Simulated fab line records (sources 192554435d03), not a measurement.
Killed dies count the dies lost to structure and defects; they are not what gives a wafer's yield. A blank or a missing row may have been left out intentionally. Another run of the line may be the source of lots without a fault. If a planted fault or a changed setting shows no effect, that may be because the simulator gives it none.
Chamber matching || flow n5 finfet || N5_BEOL_M4_ALD_98 on ald sin-03: 4 sister chambers
The step deposits SiO2, target thk 2.5 nm, pulse time 1 s, co reactant pulse time 1 s. 22 wafers are shown with their chamber, then 11 later ones without.

## EACH WAFER AND ITS CHAMBER
{"wafer": "L074.2", "chamber": 1, "heater power w (W)": 83, "precursor pulse height rel": 0.994}
{"wafer": "L074.3", "chamber": 0, "heater power w (W)": 84, "precursor pulse height rel": 1.002}
{"wafer": "L074.5", "chamber": 2, "heater power w (W)": 83, "precursor pulse height rel": 1.017}
{"wafer": "L076.3", "chamber": 3, "heater power w (W)": 94, "precursor pulse height rel": 1.027}
{"wafer": "L076.4", "chamber": 2, "heater power w (W)": 84, "precursor pulse height rel": 1.016}
{"wafer": "L076.6", "chamber": 0, "heater power w (W)": 87, "precursor pulse height rel": 0.972}
{"wafer": "L078.1", "chamber": 3, "heater power w (W)": 93, "precursor pulse height rel": 1.007}
{"wafer": "L078.2", "chamber": 0, "heater power w (W)": 86, "precursor pulse height rel": 0.975}
{"wafer": "L078.5", "chamber": 1, "heater power w (W)": 88, "precursor pulse height rel": 1.009}
{"wafer": "L080.4", "chamber": 2, "heater power w (W)": 84, "precursor pulse height rel": 1.039}
{"wafer": "L080.5", "chamber": 2, "heater power w (W)": 83, "precursor pulse height rel": 0.996}
{"wafer": "L080.6", "chamber": 3, "heater power w (W)": 95, "precursor pulse height rel": 1.015}
{"wafer": "L081.2", "chamber": 0, "heater power w (W)": 85, "precursor pulse height rel": 1.028}
{"wafer": "L081.3", "chamber": 2, "heater power w (W)": 85, "precursor pulse height rel": 1.021}
{"wafer": "L081.4", "chamber": 1, "heater power w (W)": 86, "precursor pulse height rel": 1.021}
{"wafer": "L088.1", "chamber": 3, "heater power w (W)": 96, "precursor pulse height rel": 1.014}
{"wafer": "L088.5", "chamber": 3, "heater power w (W)": 94, "precursor pulse height rel": 0.995}
{"wafer": "L088.6", "chamber": 2, "heater power w (W)": 83, "precursor pulse height rel": 0.968}
{"wafer": "L089.1", "chamber": 3, "heater power w (W)": 96, "precursor pulse height rel": 0.978}
{"wafer": "L089.2", "chamber": 2, "heater power w (W)": 84, "precursor pulse height rel": 1.031}
{"wafer": "L089.6", "chamber": 0, "heater power w (W)": 85, "precursor pulse height rel": 0.975}
{"wafer": "L090.1", "chamber": 2, "heater power w (W)": 82, "precursor pulse height rel": 0.999}

SIGNATURES (means of the wafers above)
{"reading": "heater power w", "chamber 0": 85.40, "chamber 1": 85.67, "chamber 2": 83.50, "chamber 3": 94.67, "scatter within a chamber": 1.32}
{"reading": "precursor pulse height rel", "chamber 0": 0.99040, "chamber 1": 1.00800, "chamber 2": 1.01087, "chamber 3": 1.00600, "scatter within a chamber": 0.0208}
Rule: for a wafer and a chamber, the distance is found by dividing, reading by reading, the gap between the wafer's reading and the chamber's mean by the reading's scatter, squaring, summing and taking the root. If the next closest chamber is less than 2 further off than the closest, the wafer can't be placed; otherwise it belongs to the closest. The scatter: take each reading less its chamber's mean, square it, sum over the shown wafers, divide by the number of wafers less the number of chambers, and take the root.

## WAFERS WHOSE CHAMBER IS MISSING
{"wafer": "L090.4", "heater power w (W)": 98, "precursor pulse height rel": 1.003}
{"wafer": "L090.5", "heater power w (W)": 95, "precursor pulse height rel": 0.993}
{"wafer": "L092.2", "heater power w (W)": 87, "precursor pulse height rel": 0.988}
{"wafer": "L092.3", "heater power w (W)": 96, "precursor pulse height rel": 1.013}
{"wafer": "L092.6", "heater power w (W)": 95, "precursor pulse height rel": 1.013}
{"wafer": "L096.3", "heater power w (W)": 82, "precursor pulse height rel": 1.022}
{"wafer": "L096.4", "heater power w (W)": 84, "precursor pulse height rel": 1.010}
{"wafer": "L096.5", "heater power w (W)": 82, "precursor pulse height rel": 0.995}
{"wafer": "L095.3", "heater power w (W)": 83, "precursor pulse height rel": 1.010}
{"wafer": "L095.5", "heater power w (W)": 82, "precursor pulse height rel": 0.979}
{"wafer": "L095.6", "heater power w (W)": 93, "precursor pulse height rel": 1.022}

## CHAMBER TAKEN BY EACH
{"wafer": "L090.4", "from the rows above": 3, "in truth": 3}
{"wafer": "L090.5", "from the rows above": 3, "in truth": 3}
{"wafer": "L092.2", "from the rows above": "can't be placed: 0 or 1 or 2", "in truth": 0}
{"wafer": "L092.3", "from the rows above": 3, "in truth": 3}
{"wafer": "L092.6", "from the rows above": 3, "in truth": 3}
{"wafer": "L096.3", "from the rows above": "can't be placed: 2 or 1 or 0", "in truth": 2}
{"wafer": "L096.4", "from the rows above": "can't be placed: 2 or 1 or 0", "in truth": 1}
{"wafer": "L096.5", "from the rows above": "can't be placed: 2 or 0 or 1", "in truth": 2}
{"wafer": "L095.3", "from the rows above": "can't be placed: 2 or 1 or 0", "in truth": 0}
{"wafer": "L095.5", "from the rows above": "can't be placed: 2 or 0 or 1", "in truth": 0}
{"wafer": "L095.6", "from the rows above": 3, "in truth": 3}
5 of 11 placed correctly. Cannot be placed on the basis of these rows: 6; the candidates contain the true chamber in 6. Wrongly placed: 0.
